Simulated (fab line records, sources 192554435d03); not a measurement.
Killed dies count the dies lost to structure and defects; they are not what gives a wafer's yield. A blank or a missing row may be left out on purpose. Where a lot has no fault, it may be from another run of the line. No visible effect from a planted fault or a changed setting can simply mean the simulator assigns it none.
Code-filled problem report in 8D (eight disciplines) form    flow n5_finfet    the parts of the form that need people (team, actions taken, sign-off) are left out

1. THE ISSUE
At N5_HKMG_FIN_INSPECT_14, raw_defect_count averages 19.4 over 9 wafers from 3 lots, while fault-free wafers read 1.9, standard deviation 1.5. Measured from the usual mean, that is +12 standard deviations.
The step: inspects for defects (macro).
First seen on wafer L564.3, day 7 16:11, on defect_inspect-02. At this step, 26 wafers from 10 lots have a number in the record. Rule for "out", or "out of limits": more than 4 standard deviations from the usual mean. All remaining wafers that have a number are taken as sound.

2. WHAT IT IS; WHAT IT IS NOT
question                     is                                    is not
which readings at this step  raw_defect_count                      -
which lots                   L564, L565, L566                      L551, L552, L553, L557, L571, L572, L573
which wafers of those lots   all that have a number                -
read on which gauges         defect_inspect-01, defect_inspect-02  -
when                         from day 7 16:11                      up to then (8 sound wafers); but 9 sound wafers of L571, L572, L573 came after

3. WHAT RULES OUT EACH SUSPECT
Counting: a tool at any process step up to the reading remains a suspect when it ran all the lots that are out and ran no sound lot after the first of those.
- the gauge at N5_HKMG_FIN_INSPECT_14: ruled out. Those wafers that are out were read across 2 gauges (defect_inspect-01, defect_inspect-02).
- plasma_asher-02 at N5_HKMG_FIN_STRIP_60 (strips in N2/H2, time 360 s): kept. All lots that are out passed through it, beginning with L564 at day 7 13:56, and no sound lot followed; its final sound lot before that point was L557 at day 5 20:59.
The count leaves plasma_asher-02 at N5_HKMG_FIN_STRIP_60.

4. THE CAUSE (what the simulator had put in)
Beginning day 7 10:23, the whole step at N5_HKMG_FIN_STRIP_60 was skipped on plasma_asher-02. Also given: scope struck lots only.
After counting, this tool was the only one left.

5. SEQUENCE OF EFFECTS, ordered by route
Rows list readings where the struck wafers' mean (over those with a number) sits beyond 3 standard deviations from the usual. Only readings whose record carries a usual standard deviation are examined. hours: median over the lots of the time between each lot's start at the first step of this table that gives one and its start at this step. sigmas: the change, counted in usual standard deviations.
hours  step                     reading               usual   on struck wafers  change  sigmas
0      N5_HKMG_FIN_INSPECT_14   raw_defect_count      1.9     19.4              +17.5   +12
195    N5_PASSIVATION_PROBE_49  defect_limited_yield  91.8 %  0.0               -91.8   -61
195    N5_PASSIVATION_PROBE_49  killed_at_front_end   36      1114              +1078   +90
195    N5_PASSIVATION_PROBE_49  killed_dies           97      1180              +1083   +60
195    N5_PASSIVATION_PROBE_49  killed_on_rim         12      152               +140    +33
195    N5_PASSIVATION_PROBE_49  sort_bin_5_function   4.8 %   96.1              +91.3   +91
195    N5_PASSIVATION_PROBE_49  sort_n_pass           1083    0                 -1083   -60
195    N5_PASSIVATION_PROBE_49  sort_yield_pct        91.8 %  0.0               -91.8   -61
The process steps in it:
- N5_PASSIVATION_PROBE_49
Readings that are blank on the struck wafers while sound wafers have them: drypump_motor_current_A at N5_HKMG_FIN_STRIP_60; h2_flow_sccm at N5_HKMG_FIN_STRIP_60; heater_power_w at N5_HKMG_FIN_STRIP_60; n2_flow_sccm at N5_HKMG_FIN_STRIP_60; temp_c at N5_HKMG_FIN_STRIP_60.

6. WHAT WOULD HAVE CAUGHT IT SOONER
6 hours passed between the start of the fault at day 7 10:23 and the first reading out of limits at a measuring or inspecting step in this record, taken at day 7 16:11.
At N5_HKMG_FIN_STRIP_60 the tool's readings are blank on the struck wafers, where sound wafers have them: an empty tool record is the first sign, and it was there at once.
Lots out: 3; of these, L565, L566 started N5_HKMG_FIN_STRIP_60 on plasma_asher-02 after day 7 16:11. A hold on the tool at that time would have spared those 2.
